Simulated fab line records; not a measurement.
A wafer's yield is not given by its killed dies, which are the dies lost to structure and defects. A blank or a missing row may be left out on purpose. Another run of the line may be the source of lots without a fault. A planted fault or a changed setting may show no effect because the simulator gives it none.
Matching of chambers	flow nand harc	3 sister chambers for NHARC_P_GATE_DEP_103 on pecvd-04
The step deposits SiON, target thk 30 nm. 3 wafers are shown with their chamber, then 7 later ones without.

WAFERS PAIRED WITH THEIR CHAMBERS
wafer	chamber	heater power w (W)
L689.5	2	866
L698.2	1	805
L698.3	0	1019

WAFERS WITHOUT THEIR CHAMBER
wafer	heater power w (W)
L698.6	811
L699.2	961
L699.3	837
L699.4	957
L701.1	970
L701.5	780
L701.6	773

THE CHAMBER EACH PASSED THROUGH
wafer	from the rows above	in truth
L698.6	can't be placed: 1 or 2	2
L699.2	can't be placed: 0 or 2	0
L699.3	can't be placed: 2 or 1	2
L699.4	can't be placed: 0 or 2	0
L701.1	can't be placed: 0 or 2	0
L701.5	can't be placed: 1 or 2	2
L701.6	can't be placed: 1 or 2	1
Placed correctly: 0 of 7. Cannot be placed on the basis of these rows: 7; the candidates contain the true chamber in 7. Wrongly placed: 0.
How it was worked out, from the rows above alone: a wafer's distance from a chamber is the root of the sum, over the readings, of the square of ((its reading less the chamber's mean) divided by the reading's scatter). If the next closest chamber is less than 2 further off than the closest, the wafer can't be placed; otherwise it belongs to the closest. For every chamber, the mean is computed from those of its wafers that are shown. The scatter: root of mean squared gap, hidden wafer to nearest shown wafer, with one shown wafer a chamber.
